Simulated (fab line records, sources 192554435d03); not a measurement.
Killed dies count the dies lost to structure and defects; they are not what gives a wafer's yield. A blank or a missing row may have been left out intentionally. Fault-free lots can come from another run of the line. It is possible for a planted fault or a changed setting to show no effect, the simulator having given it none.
A lot that was struck, set against a sound lot | flow n5_finfet | 14 out of 1938 route steps
Sound: the wafers L854.2, L854.3, L854.4. Wafers struck: L864.1, L864.2, L864.5. The cause is given at the end.
For every step that has rows: the tool of each side, followed by ch and its chambers, followed by its first start. Under that, the readings that differ: sound wafers | struck wafers | difference of the means | sigmas: that difference in standard deviations of wafers without a fault.
alike: words and numbers the same on both sides, and readings whose means are apart by under 2 such deviations; not compared: readings that were withheld, readings missing a value for some wafer, numbers with overlapping values and no deviation given by the record, and bounds like >300 which may hide the same value.
Wherever a step has rows on one side only, a row that says differs or no value, or a row with sigmas, the two part there. Numbers that have no deviation but don't overlap get no sigmas and don't part them. A reading missing from all wafers of one side parts the sides only when that side holds two or more wafers.

N5_BEOL_M6_RS_MEAS_57: a four-point-probe measurement.
  struck on film_metro-01, day 13 21:15; sound on film_metro-02, day 11 06:02
  alike: M6_RS
N5_BEOL_M6_INSPECT_58: inspects for defects (darkfield).
  struck on defect_inspect-02, day 13 21:16; sound on defect_inspect-02, day 11 06:03
  reading          | sound       | struck   | difference | sigmas
  raw_defect_count | 120 109 127 | 44 62 34 | -72        | -3
N5_BEOL_M7_ILD_DEP_00: deposits SiCOH lowk from DEMS/porogen, target thk 179.75 nm, time 33.4 s.
  sound on pecvd-02 ch 0,1,2, day 11 06:05; struck on pecvd-04 ch 0,1,2, day 13 21:19
  alike: chamber_pressure_Torr, heater_power_outer_w, heater_power_w, rf_fwd_power_W, showerhead_plenum_p_Torr, throttle_valve_pct
  not compared: since_wet_clean_h
N5_BEOL_M7_CURE_74: cures SiCOH lowk, time 240 s.
  sound on uv_cure-03 ch 2, day 11 06:14; struck on uv_cure-03 ch 1, day 13 21:22
  alike: lamp_power_pct, wafer_temp_C_max
N5_BEOL_M7_THK_MEAS_01:
  struck on film_metro-02, day 13 21:53; sound on film_metro-01, day 11 06:40
  alike: M7_ILD_THK
N5_BEOL_M7_PECVD_70: deposits SiO2 from TEOS/O2, target thk 20 nm, time 22.7 s.
  sound on pecvd-04 ch 0,1, day 11 06:43; struck on pecvd-04 ch 1,2, day 13 21:55
  alike: chamber_pressure_Torr, heater_power_outer_w, heater_power_w, rf_fwd_power_W, showerhead_plenum_p_Torr, throttle_valve_pct
  not compared: since_wet_clean_h
N5_BEOL_M7_HM_DEP_02: deposits TiN, target thk 20 nm.
  struck on pvd_sputter-01, day 13 23:10; sound on pvd_sputter-01, day 11 06:47
  alike: throttle_valve_pct
then, 5 steps without rows for these wafers: N5_BEOL_M7_COAT_59 (time 60 s, resist thk 100 nm); N5_BEOL_M7_COAT_60 (time 60 s, resist thk 35 nm); N5_BEOL_M7_COAT_05 (resist thk 90 nm); N5_BEOL_M7_EBR_07; N5_BEOL_M7_SOFTBAKE_06 (time 60 s).
N5_BEOL_M7_EXPOSE_08: exposes mask M7.
  sound on arfi_scanner-03 ch 0, day 11 07:02; struck on arfi_scanner-01, day 13 23:32
  no value came back on the struck wafers for dipole_opening_deg (degrees), exposure_dose_mJ_cm2; on the sound wafers dipole_opening_deg (degrees) reads 35 35 35
  alike: mask
then, 1 step without rows for these wafers: N5_BEOL_M7_PEB_09 (peb time 60 s).

## WHERE THEY PART
First at N5_BEOL_M6_INSPECT_58; last, within this record, at N5_BEOL_M7_EXPOSE_08.

WHY: the cause the simulator had injected
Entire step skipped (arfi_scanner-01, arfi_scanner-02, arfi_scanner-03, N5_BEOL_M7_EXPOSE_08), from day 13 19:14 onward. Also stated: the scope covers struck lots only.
